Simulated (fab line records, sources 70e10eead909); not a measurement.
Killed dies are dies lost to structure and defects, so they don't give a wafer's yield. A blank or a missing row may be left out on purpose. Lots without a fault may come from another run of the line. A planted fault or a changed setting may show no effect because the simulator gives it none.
fab line records | flow nand_harc
record lots=24 wafers=72 last_day=35
route steps=1302 shown A_CONTACT@1001
lots that met no fault: from a run of the same line without faults
start_h: hours from the record's first day to the start of the lot's first wafer shown | wait_h: hours since the lot's step before | " the same as in the row above | L1.1+2: a row that stands for several wafers | - no value, or no start given | * or withheld: withheld | < > ~ a bound
route shown NAME@n: a module of which the file shows steps, and the number in the route of the first | usual: mean/standard deviation of fault-free wafers | same: alike in all rows | chamber/n: place in a boat | sites: the reading at each site | _std_site: their standard deviation | _edge_site: outer sites' mean less inner sites' | radius_mm: how far each site lies from the wafer's centre | mask NAME#n: copy n | behind: the tool/chamber that last shaped the wafer | hold: why the lot was held/for how many hours/how that ended | device: the transistor (n, p or np) that didn't switch | end of line: the same wafers' tests at the end of the route | a step without rows: its recipe alone | killed: dies lost to structure and defects at the first sort, not the wafer's yield | map: a wafer's dies, x killed, . not, _ none there
set.NAME: the setting as run; set.NAME@STEP: as run at that earlier step | model.NAME: the simulator's own value behind a step, which no gauge read
steps of the route over a sample of lots; a table a step, a row a wafer
services: from which hour (start_h, from the record's first day; less than 0 if before it) a tool's chamber was out of use, for how many hours, and why
## steps
# step NHARC_A_CONTACT_ETCH_48
# recipe target_depth_a=390 over_etch_frac=0.3 time_s=65 ion_energy_ev=80 cf4_flow_sccm=150 ar_flow_sccm=0 rf_w=300 bias_w=100 chemistry=CF4
# usual drypump_motor_current_A=5.4/0.47 oes_product_au=1.002/0.013 rf_vpp_V=151.1/1.4 showerhead_plenum_p_Torr=1.75/0.09 throttle_valve_pct=13.285/0.0088
# columns lot.wafer tool chamber start_h wait_h drypump_motor_current_A oes_product_au rf_hours_counter_h rf_vpp_V showerhead_plenum_p_Torr throttle_valve_pct
L075.3 rie_diel-05 3 500.90 0.1 5.3 0.977 32 150.0 1.80 13.293
L075.4 " 0 " " 6.0 1.006 33 149.5 1.67 13.273
L075.6 " 1 " " 4.9 0.985 - 149.7 1.80 13.279
L074.2 rie_diel-04 0 501.18 0.2 5.4 0.979 49 150.8 1.73 13.272
L074.6 " 1 " " 5.6 1.015 - 150.8 1.72 13.287
L074.5 " 2 " " 5.2 1.004 - 152.7 1.79 13.275
L077.3 rie_diel-09 3 510.75 0.1 5.5 0.986 0 154.0 1.91 13.286
L077.2 " 0 " " 5.2 1.004 0 150.6 1.73 13.291
L077.1 " 1 " " 6.0 1.002 0 149.7 1.65 13.275
L076.2 rie_diel-05 0 512.47 0.1 6.0 1.002 36 150.2 1.67 13.275
L076.4 " 1 " " 4.9 0.991 32 152.6 1.80 13.285
L076.5 " 3 " " 5.2 0.985 - 150.3 1.80 13.307
L078.2 rie_diel-09 3 522.27 0.1 5.6 0.985 2 154.0 1.91 13.276
L078.1 " 1 " " 6.0 1.011 2 149.8 1.65 13.284
L078.3 " 2 " " 4.7 1.016 2 150.4 1.67 13.291
L081.1 rie_diel-05 0 549.50 0.1 6.0 0.994 50 149.6 1.67 13.291
L081.4 " 2 " " 5.7 1.013 50 151.3 1.64 13.283
L081.5 " 0 " " 6.0 1.005 - 150.1 1.67 13.286
L080.1 rie_diel-09 0 553.26 0.1 5.2 1.008 8 151.0 1.73 13.279
L080.2 " 2 " " 4.7 1.005 8 151.7 1.67 13.297
L080.5 " 3 " " 5.5 0.995 - 153.3 1.91 13.278
L079.4 rie_diel-04 2 559.53 0.1 5.2 1.009 4 150.6 1.78 13.271
L079.2 " 3 " " 6.6 0.982 5 152.5 1.89 13.291
L079.5 " 1 " " 5.6 1.018 - 151.5 1.71 13.268
L083.2 rie_diel-09 1 581.13 0.1 6.0 0.990 13 148.5 1.65 13.288
L083.5 " 0 " " 5.2 1.010 - 150.2 1.72 13.293
L083.6 " 1 " " 6.0 0.985 - 150.1 1.65 13.279
L082.2 rie_diel-04 1 581.28 0.1 5.6 1.019 9 151.1 1.71 13.283
L082.1 " 2 " " 5.2 1.030 13 152.3 1.78 13.274
L082.6 " 2 " " 5.2 1.014 - 151.2 1.78 13.291
L084.4 rie_diel-09 0 588.02 0.1 5.2 1.012 14 150.8 1.72 13.267
L084.2 " 2 " " 4.7 1.019 14 149.9 1.67 13.289
L084.6 " 0 " " 5.2 1.017 - 149.8 1.72 13.278
L085.3 rie_diel-09 3 591.06 0.1 5.6 0.993 14 153.2 1.90 13.279
L085.6 " 3 " " 5.6 0.995 - 153.3 1.90 13.269
L085.5 " 0 " " 5.2 1.016 - 150.4 1.72 13.289
L086.2 rie_diel-05 0 604.06 0.1 6.0 0.990 3 149.9 1.66 13.292
L086.3 " 2 " " 5.7 0.998 4 154.0 1.91 13.290
L086.5 " 0 " " 6.0 0.984 - 150.3 1.66 13.278
L088.1 rie_diel-09 1 633.10 0.1 6.0 1.008 22 148.9 1.65 13.282
L088.2 " 2 " " 4.7 1.022 22 149.9 1.66 13.283
L088.4 " 3 " " 5.6 1.003 22 153.0 1.90 13.285
L087.2 rie_diel-04 0 633.27 0.1 5.4 0.996 28 151.4 1.72 13.284
L087.3 " 1 " " 5.6 1.008 25 149.4 1.71 13.266
L087.5 " 2 " " 5.2 1.016 - 150.8 1.78 13.273
L089.1 rie_diel-09 2 637.50 0.1 4.6 1.027 22 149.8 1.66 13.279
L089.6 " 3 " " 5.6 0.989 - 152.4 1.90 13.278
L089.5 " 0 " " 5.2 1.020 - 149.4 1.72 13.289
L090.2 rie_diel-09 1 649.09 0.1 6.0 1.006 25 149.5 1.65 13.289
L090.3 " 2 " " 4.6 1.017 25 150.6 1.66 13.280
L090.6 " 0 " " 5.2 1.016 - 150.9 1.72 13.275
L091.4 rie_diel-09 1 661.84 0.1 6.0 1.005 29 150.0 1.65 13.288
L091.1 " 2 " " 4.7 1.004 29 149.5 1.66 13.287
L091.5 " 1 " " 6.0 1.010 - 149.4 1.65 13.271
L094.2 rie_diel-05 2 680.07 0.1 5.7 1.003 31 153.1 1.90 13.291
L094.4 " 3 " " 5.3 1.003 22 151.3 1.79 13.297
L094.5 " 1 " " 4.9 0.989 - 152.0 1.78 13.290
L092.3 rie_diel-05 3 681.67 0.1 5.2 0.999 23 150.8 1.79 13.288
L092.1 " 0 " " 6.0 0.991 28 149.6 1.66 13.295
L092.5 " 3 " " 5.2 1.002 - 149.9 1.79 13.277
L093.3 rie_diel-05 0 687.85 0.1 6.0 0.992 30 150.8 1.66 13.283
L093.5 " 3 " " 5.2 0.984 - 153.2 1.79 13.283
L093.6 " 0 " " 6.0 0.995 - 150.9 1.66 13.290
L096.3 rie_diel-09 1 710.60 0.1 6.0 1.009 3 151.7 1.65 13.281
L096.2 " 3 " " 5.5 0.994 3 153.4 1.90 13.295
L096.5 " 1 " " 6.0 1.005 - 150.0 1.65 13.279
L095.3 rie_diel-05 2 716.28 0.2 5.7 1.000 44 154.2 1.90 13.289
L095.5 " 2 " " 5.7 1.015 - 151.9 1.90 13.277
L095.6 " 3 " " 5.2 1.002 - 150.7 1.78 13.286
L097.2 rie_diel-05 1 724.55 0.1 4.9 0.990 50 152.7 1.78 13.293
L097.3 " 2 " " 5.7 1.011 47 152.6 1.89 13.286
L097.4 " 3 " " 5.2 0.988 38 151.9 1.78 13.290
# step NHARC_A_CONTACT_ETCH_133
# recipe source_w=withheld pressure_mtorr=20 bias_v=400 time_s=374 target_depth_a=16100 ar_flow_sccm=withheld c4f8_flow_sccm=11.5 o2_flow_sccm=7.2 chemistry=C4F8/O2/Ar
# columns lot.wafer tool chamber start_h wait_h rf_hours_counter_h
L075.3 har_cap_etch-01 1 520.74 0.2 -
L075.4 " 0 " " -
L075.6 " 1 " " -
L074.2 har_cap_etch-02 0 520.93 0.1 91
L074.5 " 0 " " -
L074.6 " 1 " " -
L077.1 har_cap_etch-01 1 526.40 0.1 3
L077.2 " 0 " " 3
L077.3 " 1 " " -
L076.2 har_cap_etch-02 0 530.63 0.1 93
L076.4 " 1 " " -
L076.5 " 0 " " -
L078.2 har_cap_etch-01 0 537.59 0.1 6
L078.1 " 1 " " 6
L078.3 " 1 " " -
L081.1 har_cap_etch-01 0 564.20 0.2 10
L081.4 " 0 " " -
L081.5 " 1 " " -
L080.1 har_cap_etch-03 1 570.64 0.1 54
L080.2 " 0 " " 54
L080.5 " 1 " " -
L079.2 har_cap_etch-01 1 574.96 0.2 12
L079.4 " 1 " " -
L079.5 " 1 " " -
L082.2 har_cap_etch-01 1 598.15 0.2 16
L082.1 " 0 " " 16
L082.6 " 1 " " -
L083.2 har_cap_etch-02 1 600.96 0.2 104
L083.5 " 0 " " -
L083.6 " 1 " " -
L084.2 har_cap_etch-03 0 603.05 0.1 62
L084.4 " 1 " " -
L084.6 " 1 " " -
L085.3 har_cap_etch-01 0 605.07 0.3 -
L085.6 " 0 " " -
L085.5 " 1 " " -
L086.2 har_cap_etch-01 0 617.98 0.2 21
L086.3 " 0 " " -
L086.5 " 0 " " -
L087.2 har_cap_etch-02 0 648.99 0.1 112
L087.3 " 1 " " -
L087.5 " 1 " " -
L088.2 har_cap_etch-01 1 649.64 0.2 25
L088.1 " 0 " " 25
L088.4 " 0 " " -
L089.1 har_cap_etch-02 1 656.19 0.2 114
L089.5 " 0 " " -
L089.6 " 1 " " -
L090.2 har_cap_etch-02 1 663.33 0.1 116
L090.3 " 1 " " -
L090.6 " 0 " " -
L091.1 har_cap_etch-03 0 675.12 0.1 75
L091.4 " 0 " " -
L091.5 " 0 " " -
L094.2 har_cap_etch-03 1 693.82 0.2 78
L094.4 " 0 " " -
L094.5 " 0 " " -
L092.1 har_cap_etch-02 1 696.59 0.3 121
L092.3 " 1 " " -
L092.5 " 0 " " -
L093.3 har_cap_etch-01 0 701.12 0.2 -
L093.5 " 0 " " -
L093.6 " 1 " " -
L096.2 har_cap_etch-01 1 724.03 0.1 38
L096.3 " 0 " " -
L096.5 " 0 " " -
L095.3 har_cap_etch-01 0 735.78 0.3 -
L095.6 " 1 " " -
L095.5 " 0 " " -
L097.2 har_cap_etch-01 0 743.32 0.1 42
L097.3 " 0 " " -
L097.4 " 1 " " -
# step NHARC_A_CONTACT_ETCH_106
# recipe target_depth_a=900 overetch_a=90 time_s=49.5 ion_energy_ev=100 cf4_flow_sccm=80 o2_flow_sccm=20 ar_flow_sccm=0 rf_w=300 bias_w=100 chemistry=CF4/O2
# usual drypump_motor_current_A=5.5/0.54 o2_flow_sccm=20.00/0.063 oes_product_au=1.003/0.012 rf_vpp_V=197.5/1.7 showerhead_plenum_p_Torr=1.32/0.074 throttle_valve_pct=13.398/0.009
# columns lot.wafer tool chamber start_h wait_h drypump_motor_current_A o2_flow_sccm oes_product_au rf_hours_counter_h rf_vpp_V showerhead_plenum_p_Torr throttle_valve_pct
L075.3 rie_diel-09 0 521.90 0.1 5.2 19.92 1.014 2 196.7 1.30 13.398
L075.4 " 2 " " 4.7 19.99 1.019 2 197.6 1.26 13.384
L075.6 " 0 " " 5.2 19.90 1.009 - 195.9 1.30 13.384
L074.2 rie_diel-04 3 522.32 0.1 6.5 20.05 0.979 52 199.7 1.43 13.387
L074.6 " 3 " " 6.6 20.05 0.982 - 200.0 1.43 13.406
L074.5 " 0 " " 5.4 20.01 0.993 - 196.7 1.30 13.403
L077.1 rie_diel-05 3 527.68 0.0 5.3 20.05 0.993 42 197.6 1.36 13.409
L077.2 " 0 " " 6.0 20.04 1.006 41 197.8 1.26 13.393
L077.3 " 1 " " 4.9 20.17 0.988 38 199.1 1.36 13.411
L076.4 rie_diel-04 0 532.29 0.1 5.5 19.89 0.995 59 196.9 1.30 13.398
L076.2 " 1 " " 5.6 20.00 1.003 55 196.9 1.29 13.396
L076.5 " 3 " " 6.5 20.01 0.990 - 200.0 1.43 13.400
L078.1 rie_diel-09 1 539.01 0.1 6.0 20.02 1.005 7 196.2 1.24 13.404
L078.3 " 2 " " 4.6 20.06 1.019 7 196.2 1.26 13.397
L078.2 " 3 " " 5.5 20.11 0.996 7 198.8 1.44 13.392
L081.4 rie_diel-09 2 565.67 0.1 4.7 20.07 1.013 10 196.6 1.25 13.392
L081.1 " 3 " " 5.6 20.00 0.978 10 199.7 1.44 13.383
L081.5 " 0 " " 5.2 19.97 1.011 - 197.0 1.30 13.404
L080.1 rie_diel-09 0 572.73 0.1 5.2 19.98 1.023 12 197.2 1.30 13.408
L080.2 " 3 " " 5.5 20.00 1.000 12 201.5 1.44 13.397
L080.5 " 0 " " 5.2 20.00 1.011 - 197.1 1.30 13.387
L079.4 rie_diel-09 0 576.41 0.1 5.2 19.96 1.013 12 197.8 1.30 13.386
L079.2 " 2 " " 4.7 20.08 1.031 12 196.0 1.25 13.415
L079.5 " 3 " " 5.6 19.87 0.988 - 201.4 1.44 13.399
L082.2 rie_diel-09 1 599.59 0.1 6.0 20.06 1.004 17 197.1 1.24 13.386
L082.1 " 2 " " 4.7 19.95 1.027 17 195.8 1.25 13.395
L082.6 " 1 " " 6.0 20.00 1.000 - 196.2 1.24 13.392
L083.2 rie_diel-04 1 602.23 0.1 5.6 20.01 1.007 17 196.6 1.29 13.405
L083.6 " 2 " " 5.2 19.98 1.013 - 198.3 1.34 13.382
L083.5 " 3 " " 6.6 19.94 0.992 - 198.2 1.43 13.397
L084.2 rie_diel-09 1 604.54 0.1 6.0 20.10 1.006 18 195.6 1.24 13.397
L084.4 " 2 " " 4.6 20.03 1.014 18 196.0 1.25 13.385
L084.6 " 0 " " 5.2 20.11 1.006 - 197.3 1.30 13.400
L085.3 rie_diel-09 0 606.60 0.1 5.2 20.08 1.009 19 195.5 1.30 13.391
L085.5 " 2 " " 4.7 20.04 1.021 - 195.9 1.25 13.393
L085.6 " 3 " " 5.5 20.01 1.005 - 198.4 1.44 13.387
L086.2 rie_diel-09 2 619.42 0.1 4.6 20.02 1.027 20 196.7 1.25 13.406
L086.3 " 3 " " 5.6 20.01 0.993 21 201.8 1.44 13.389
L086.5 " 0 " " 5.2 19.97 1.009 - 197.3 1.30 13.407
L087.3 rie_diel-04 3 650.29 0.0 6.6 20.00 0.997 36 198.4 1.42 13.388
L087.2 " 2 " " 5.2 19.88 1.007 28 197.7 1.34 13.393
L087.5 " 0 " " 5.5 19.98 0.993 - 197.7 1.29 13.396
L088.4 rie_diel-04 2 651.09 0.1 5.2 19.99 1.010 28 198.7 1.34 13.397
L088.1 " 0 " " 5.4 20.00 0.989 32 195.7 1.29 13.402
L088.2 " 1 " " 5.6 20.07 0.997 30 195.8 1.29 13.407
L089.1 rie_diel-09 1 657.50 0.1 6.0 20.05 1.005 28 195.9 1.24 13.401
L089.6 " 2 " " 4.6 19.89 1.002 - 195.1 1.25 13.409
L089.5 " 1 " " 6.0 19.99 0.991 - 197.1 1.24 13.388
L090.2 rie_diel-09 2 664.63 0.1 4.6 19.91 1.000 30 196.0 1.25 13.407
L090.3 " 3 " " 5.5 19.91 0.989 25 198.0 1.44 13.405
L090.6 " 2 " " 4.7 20.03 1.023 - 196.9 1.25 13.414
L091.4 rie_diel-04 2 676.44 0.1 5.2 20.03 1.014 40 197.7 1.34 13.400
L091.1 " 3 " " 6.6 20.01 0.989 47 198.8 1.42 13.402
L091.5 " 1 " " 5.6 19.99 1.009 - 196.7 1.28 13.406
L094.2 rie_diel-09 3 695.04 0.1 5.6 20.02 0.996 1 200.1 1.44 13.394
L094.4 " 1 " " 6.0 19.95 1.015 1 196.0 1.24 13.400
L094.5 " 2 " " 4.7 19.98 1.028 - 195.0 1.25 13.394
L092.3 rie_diel-05 1 697.94 0.1 4.9 19.98 0.985 37 198.8 1.34 13.384
L092.1 " 3 " " 5.3 19.90 0.995 28 199.0 1.35 13.405
L092.5 " 0 " " 6.0 19.96 0.983 - 195.2 1.25 13.393
L093.3 rie_diel-09 3 702.28 0.1 5.5 19.92 0.988 3 199.3 1.44 13.392
L093.6 " 1 " " 6.0 20.01 1.018 - 195.5 1.24 13.391
L093.5 " 2 " " 4.7 19.99 1.023 - 197.6 1.25 13.392
L096.2 rie_diel-04 3 725.36 0.1 6.6 20.07 0.973 2 200.7 1.42 13.395
L096.3 " 0 " " 5.4 19.98 0.981 2 196.3 1.29 13.402
L096.5 " 0 " " 5.5 20.04 0.989 - 196.6 1.29 13.390
L095.3 rie_diel-09 0 736.88 0.1 5.2 20.04 1.007 8 199.2 1.29 13.408
L095.6 " 2 " " 4.6 19.94 1.017 - 197.2 1.25 13.381
L095.5 " 3 " " 5.6 19.97 0.992 - 199.8 1.44 13.393
L097.2 rie_diel-09 3 744.72 0.1 5.5 19.94 0.992 9 200.6 1.44 13.388
L097.4 " 0 " " 5.2 19.98 1.013 10 198.3 1.29 13.405
L097.3 " 1 " " 6.0 20.03 1.005 8 196.3 1.24 13.394
# step NHARC_A_CONTACT_STRIP_82
# recipe o2_flow_sccm=500 ar_flow_sccm=0 bias_w=0 chemistry=O2
# usual drypump_motor_current_A=5.5/0.53 o2_flow_sccm=499.9/1.3 oes_product_au=1.001/0.012 rf_vpp_V=57.9/1 showerhead_plenum_p_Torr=3.49/0.19 throttle_valve_pct=17.038/0.009
# columns lot.wafer tool chamber start_h wait_h drypump_motor_current_A o2_flow_sccm oes_product_au rf_hours_counter_h rf_vpp_V showerhead_plenum_p_Torr throttle_valve_pct
L075.4 rie_diel-09 2 - - 4.7 498.7 1.008 2 58.5 3.33 17.041
L075.3 " 1 " " 6.0 498.0 0.991 2 56.2 3.30 17.029
L075.6 " 3 " " 5.6 500.2 0.998 - 58.5 3.81 17.037
L074.2 rie_diel-04 1 - - 5.6 499.6 1.003 50 57.3 3.42 17.038
L074.6 " 3 " " 6.6 499.6 0.983 - 59.5 3.78 17.062
L074.5 " 0 " " 5.5 501.5 0.997 - 59.8 3.44 17.030
L077.2 rie_diel-05 3 - - 5.3 499.2 0.989 42 58.2 3.59 17.038
L077.3 " 0 " " 6.0 501.4 1.000 41 57.1 3.33 17.038
L077.1 " 1 " " 5.0 501.5 0.981 38 59.3 3.59 17.028
L076.4 rie_diel-04 1 - - 5.6 498.9 1.008 55 57.4 3.42 17.054
L076.2 " 0 " " 5.5 499.0 1.002 59 56.4 3.44 17.027
L076.5 " 2 " " 5.3 499.3 1.019 - 58.2 3.56 17.045
L078.2 rie_diel-09 1 - - 6.0 501.4 0.988 7 58.3 3.30 17.041
L078.3 " 3 " " 5.6 500.3 0.983 7 57.8 3.80 17.035
L078.1 " 0 " " 5.2 501.5 1.012 7 59.6 3.44 17.031
L081.1 rie_diel-09 0 - - 5.2 499.3 1.005 10 57.2 3.44 17.055
L081.4 " 2 " " 4.7 502.2 1.003 10 58.5 3.32 17.029
L081.5 " 0 " " 5.2 500.8 1.011 - 56.4 3.44 17.047
L080.1 rie_diel-09 3 - - 5.6 501.3 0.990 12 57.4 3.80 17.031
L080.2 " 1 " " 6.0 499.0 0.992 12 57.4 3.29 17.045
L080.5 " 2 " " 4.7 501.1 1.005 - 58.5 3.32 17.024
L079.4 rie_diel-09 1 - - 6.0 500.5 0.997 12 57.3 3.29 17.041
L079.2 " 3 " " 5.6 500.7 0.983 12 59.6 3.80 17.020
L079.5 " 1 " " 6.1 501.0 0.986 - 57.4 3.29 17.032
L082.2 rie_diel-09 0 - - 5.2 499.7 1.004 17 56.8 3.44 17.043
L082.1 " 3 " " 5.5 496.9 0.998 17 59.7 3.80 17.035
L082.6 " 1 " " 6.0 500.7 1.001 - 57.7 3.29 17.035
L083.2 rie_diel-04 0 - - 5.5 500.8 0.988 18 56.7 3.43 17.044
L083.6 " 3 " " 6.5 497.4 0.993 - 58.6 3.76 17.041
L083.5 " 0 " " 5.5 501.0 1.002 - 56.4 3.43 17.028
L084.2 rie_diel-09 2 - - 4.7 501.9 1.015 18 57.6 3.32 17.033
L084.4 " 1 " " 6.0 499.7 1.012 19 56.6 3.29 17.032
L084.6 " 2 " " 4.7 501.1 1.010 - 58.6 3.32 17.034
L085.3 rie_diel-09 1 - - 6.0 499.8 1.006 19 58.6 3.29 17.045
L085.5 " 3 " " 5.5 502.5 0.991 - 59.4 3.80 17.043
L085.6 " 0 " " 5.2 499.5 1.006 - 57.8 3.44 17.041
L086.3 rie_diel-09 1 - - 6.0 500.9 0.998 21 57.4 3.29 17.049
L086.2 " 2 " " 4.7 500.0 1.034 20 57.1 3.32 17.034
L086.5 " 3 " " 5.5 498.9 1.001 - 58.2 3.80 17.034
L087.3 rie_diel-04 3 - - 6.6 500.0 1.003 36 59.2 3.75 17.033
L087.2 " 1 " " 5.6 499.7 1.011 30 58.5 3.40 17.038
L087.5 " 3 " " 6.6 500.6 0.995 - 58.6 3.75 17.037
L088.1 rie_diel-04 3 - - 6.6 499.2 0.993 36 58.1 3.75 17.023
L088.2 " 0 " " 5.5 502.6 0.982 32 56.5 3.42 17.040
L088.4 " 1 " " 5.6 498.2 1.006 30 58.3 3.40 17.047
L089.1 rie_diel-09 0 - - 5.2 498.2 1.008 28 59.9 3.43 17.032
L089.6 " 2 " " 4.7 500.6 1.020 - 56.5 3.32 17.033
L089.5 " 0 " " 5.2 500.6 1.013 - 56.0 3.43 17.035
L090.2 rie_diel-09 2 - - 4.7 498.6 1.004 30 56.5 3.31 17.045
L090.3 " 0 " " 5.2 500.3 1.013 30 57.0 3.43 17.046
L090.6 " 3 " " 5.6 498.8 1.004 - 59.6 3.79 17.022
L091.4 rie_diel-04 1 - - 5.6 499.8 1.010 34 58.1 3.40 17.038
L091.1 " 3 " " 6.6 499.1 0.989 47 57.9 3.75 17.034
L091.5 " 1 " " 5.6 499.8 1.007 - 58.0 3.40 17.044
L094.2 rie_diel-09 1 - - 6.1 498.6 0.996 1 57.1 3.28 17.026
L094.4 " 3 " " 5.6 499.9 0.981 1 59.9 3.79 17.039
L094.5 " 1 " " 6.0 499.9 1.010 - 57.7 3.28 17.057
L092.3 rie_diel-05 0 - - 6.0 499.6 0.985 33 56.4 3.30 17.040
L092.1 " 1 " " 4.9 502.4 0.977 37 56.8 3.55 17.032
L092.5 " 0 " " 6.0 500.2 0.992 - 58.5 3.30 17.037
L093.3 rie_diel-09 2 - - 4.7 497.8 1.025 2 56.3 3.31 17.025
L093.6 " 3 " " 5.6 499.8 0.998 - 57.8 3.79 17.048
L093.5 " 0 " " 5.2 499.5 1.010 - 57.0 3.43 17.033
L096.3 rie_diel-04 1 - - 5.6 501.5 1.005 2 56.8 3.39 17.025
L096.2 " 2 " " 5.2 502.8 0.997 2 57.1 3.53 17.027
L096.5 " 3 " " 6.6 498.6 0.991 - 57.7 3.74 17.033
L095.3 rie_diel-09 1 - - 6.1 500.0 1.001 6 58.0 3.28 17.041
L095.5 " 3 " " 5.6 500.4 0.992 - 58.0 3.79 17.034
L095.6 " 0 " " 5.2 498.9 1.004 - 57.9 3.43 17.033
L097.3 rie_diel-09 2 - - 4.7 497.7 1.021 8 57.1 3.31 17.039
L097.4 " 3 " " 5.6 500.8 0.992 9 57.8 3.79 17.038
L097.2 " 0 " " 5.2 496.7 1.014 10 60.7 3.43 17.030
# step NHARC_A_CONTACT_OVL_MEAS_09
# usual overlay_x_nm=0.1/0.72 overlay_y_nm=-0.2/0.83
# columns lot.wafer tool chamber start_h wait_h overlay_x_nm overlay_y_nm
L075.3 overlay-02 - 529.23 - 2.0 -1.7
L075.4 " - " " 1.2 -1.6
L075.6 " - " " 1.5 -1.8
L074.2 overlay-02 - 531.05 - -0.4 0.6
L074.5 " - " " -1.2 0.4
L074.6 " - " " -1.1 -0.2
L077.1 overlay-01 - 531.50 - 0.6 0.5
L077.2 " - " " 0.0 0.7
L077.3 " - " " 0.1 0.5
L076.2 overlay-02 - 535.41 - 0.5 -0.8
L076.4 " - " " 0.9 0.1
L076.5 " - " " 0.3 0.0
L078.1 overlay-01 - 542.27 - -0.2 -0.2
L078.2 " - " " -0.6 0.0
L078.3 " - " " -0.5 -0.8
L081.1 overlay-02 - 570.55 - -0.6 -0.2
L081.4 " - " " -0.3 0.4
L081.5 " - " " -0.3 0.1
L080.1 overlay-02 - 575.94 - -0.5 -0.8
L080.2 " - " " -0.5 -1.0
L080.5 " - " " -0.6 -1.3
L079.2 overlay-02 - 579.62 - 0.1 0.2
L079.4 " - " " -0.1 -0.2
L079.5 " - " " 0.1 0.3
L082.1 overlay-01 - 605.14 - -1.3 -0.3
L082.2 " - " " -0.9 0.2
L082.6 " - " " -0.4 -0.2
L083.2 overlay-02 - 607.05 - -0.1 -0.3
L083.5 " - " " 0.1 -0.6
L083.6 " - " " 0.0 -0.3
L084.2 overlay-01 - 608.64 - 0.6 -0.7
L084.4 " - " " 1.4 -0.6
L084.6 " - " " 1.2 -1.0
L085.3 overlay-01 - 610.48 - -0.1 2.1
L085.5 " - " " 0.2 2.1
L085.6 " - " " 0.5 2.3
L086.2 overlay-01 - 624.56 - -0.1 0.5
L086.3 " - " " -0.7 0.6
L086.5 " - " " -0.6 0.2
L087.2 overlay-01 - 653.91 - 1.2 0.9
L087.3 " - " " 0.8 0.3
L087.5 " - " " 0.5 0.4
L088.1 overlay-02 - 654.93 - -0.6 -0.2
L088.2 " - " " -0.8 -1.1
L088.4 " - " " -0.7 -0.8
L089.1 overlay-02 - 661.92 - 0.2 0.4
L089.5 " - " " 1.0 0.7
L089.6 " - " " 0.8 0.1
L090.2 overlay-01 - 667.80 - 0.5 0.2
L090.3 " - " " 0.0 -0.4
L090.6 " - " " 0.2 -0.5
L091.1 overlay-01 - 682.11 - 0.6 0.3
L091.4 " - " " 0.1 -0.7
L091.5 " - " " 0.2 -0.3
L094.2 overlay-01 - 698.88 - 0.1 0.7
L094.4 " - " " 0.0 0.7
L094.5 " - " " 0.2 0.7
L092.1 overlay-02 - 701.14 - 0.0 -0.9
L092.3 " - " " 0.4 -0.9
L092.5 " - " " 0.1 -1.3
L093.3 overlay-02 - 705.38 - -0.1 -0.9
L093.5 " - " " -0.3 -0.7
L093.6 " - " " 0.1 -0.8
L096.2 overlay-01 - 735.24 - -0.5 0.1
L096.3 " - " " 0.3 -0.2
L096.5 " - " " 0.4 0.3
L095.3 overlay-01 - 745.59 - 1.0 -0.3
L095.5 " - " " 1.1 0.0
L095.6 " - " " 1.0 -0.4
L097.2 overlay-02 - 749.89 - -0.7 -1.1
L097.3 " - " " -0.6 -1.4
L097.4 " - " " -0.7 -1.3
# step NHARC_A_CONTACT_INSPECT_10
# usual raw_defect_count=88/43
# columns lot.wafer tool chamber start_h wait_h raw_defect_count
L075.3 defect_inspect-01 - 529.27 0.0 117
L075.4 " - " " 99
L075.6 " - " " 99
L074.2 defect_inspect-02 - 531.08 0.0 73
L074.5 " - " " 67
L074.6 " - " " 75
L077.1 defect_inspect-01 - 531.54 0.0 63
L077.2 " - " " 64
L077.3 " - " " 66
L076.2 defect_inspect-01 - 535.45 0.0 113
L076.4 " - " " 99
L076.5 " - " " 130
L078.1 defect_inspect-01 - 542.31 0.0 34
L078.2 " - " " 34
L078.3 " - " " 29
L081.1 defect_inspect-01 - 570.58 0.0 140
L081.4 " - " " 143
L081.5 " - " " 149
L080.1 defect_inspect-01 - 575.98 0.0 127
L080.2 " - " " 118
L080.5 " - " " 138
L079.2 defect_inspect-01 - 579.66 0.0 148
L079.4 " - " " 150
L079.5 " - " " 145
L082.1 defect_inspect-02 - 605.18 0.0 124
L082.2 " - " " 113
L082.6 " - " " 139
L083.2 defect_inspect-01 - 607.09 0.0 41
L083.5 " - " " 44
L083.6 " - " " 46
L084.2 defect_inspect-02 - 608.67 0.0 90
L084.4 " - " " 85
L084.6 " - " " 90
L085.3 defect_inspect-01 - 610.52 0.0 63
L085.5 " - " " 67
L085.6 " - " " 71
L086.2 defect_inspect-02 - 624.59 0.0 39
L086.3 " - " " 47
L086.5 " - " " 49
L087.2 defect_inspect-01 - 653.95 0.0 123
L087.3 " - " " 99
L087.5 " - " " 90
L088.1 defect_inspect-01 - 654.97 0.0 73
L088.2 " - " " 62
L088.4 " - " " 60
L089.1 defect_inspect-01 - 661.95 0.0 127
L089.5 " - " " 119
L089.6 " - " " 116
L090.2 defect_inspect-01 - 667.85 0.1 60
L090.3 " - " " 58
L090.6 " - " " 62
L091.1 defect_inspect-02 - 682.14 0.0 29
L091.4 " - " " 32
L091.5 " - " " 26
L094.2 defect_inspect-01 - 698.92 0.0 73
L094.4 " - " " 85
L094.5 " - " " 99
L092.1 defect_inspect-01 - 701.17 0.0 161
L092.3 " - " " 148
L092.5 " - " " 165
L093.3 defect_inspect-02 - 705.42 0.0 91
L093.5 " - " " 69
L093.6 " - " " 70
L096.2 defect_inspect-01 - 735.28 0.0 19
L096.3 " - " " 26
L096.5 " - " " 26
L095.3 defect_inspect-01 - 745.62 0.0 31
L095.5 " - " " 50
L095.6 " - " " 53
L097.2 defect_inspect-01 - 749.93 0.0 160
L097.3 " - " " 139
L097.4 " - " " 150
## services
# columns tool chamber start_h hours kind
har_cap_etch-01 - 497.00 17.0 pm
rie_diel-09 - 497.10 9.0 pm
rie_diel-09 0 497.10 9.0 vent_cycle
rie_diel-09 1 497.10 9.0 vent_cycle
rie_diel-09 2 497.10 9.0 vent_cycle
rie_diel-09 3 497.10 9.0 vent_cycle
rie_diel-09 0 506.10 - clean
rie_diel-09 1 506.10 - clean
rie_diel-09 2 506.10 - clean
rie_diel-09 2 506.10 - consumable_replace:focus_ring
rie_diel-04 - 533.38 9.0 pm
rie_diel-05 0 541.14 4.4 repair
rie_diel-05 0 571.25 7.7 repair
rie_diel-05 - 584.74 9.0 pm
rie_diel-04 2 591.69 4.0 repair
rie_diel-04 2 620.67 3.5 repair
rie_diel-05 3 621.63 9.3 repair
rie_diel-04 1 656.79 14.2 repair
rie_diel-09 - 674.10 9.0 pm
rie_diel-04 - 710.38 9.0 pm
rie_diel-09 1 713.42 9.6 repair
rie_diel-04 1 727.41 11.2 repair
rie_diel-04 3 737.97 3.6 repair
rie_diel-05 3 741.64 6.4 repair
## key
fault none
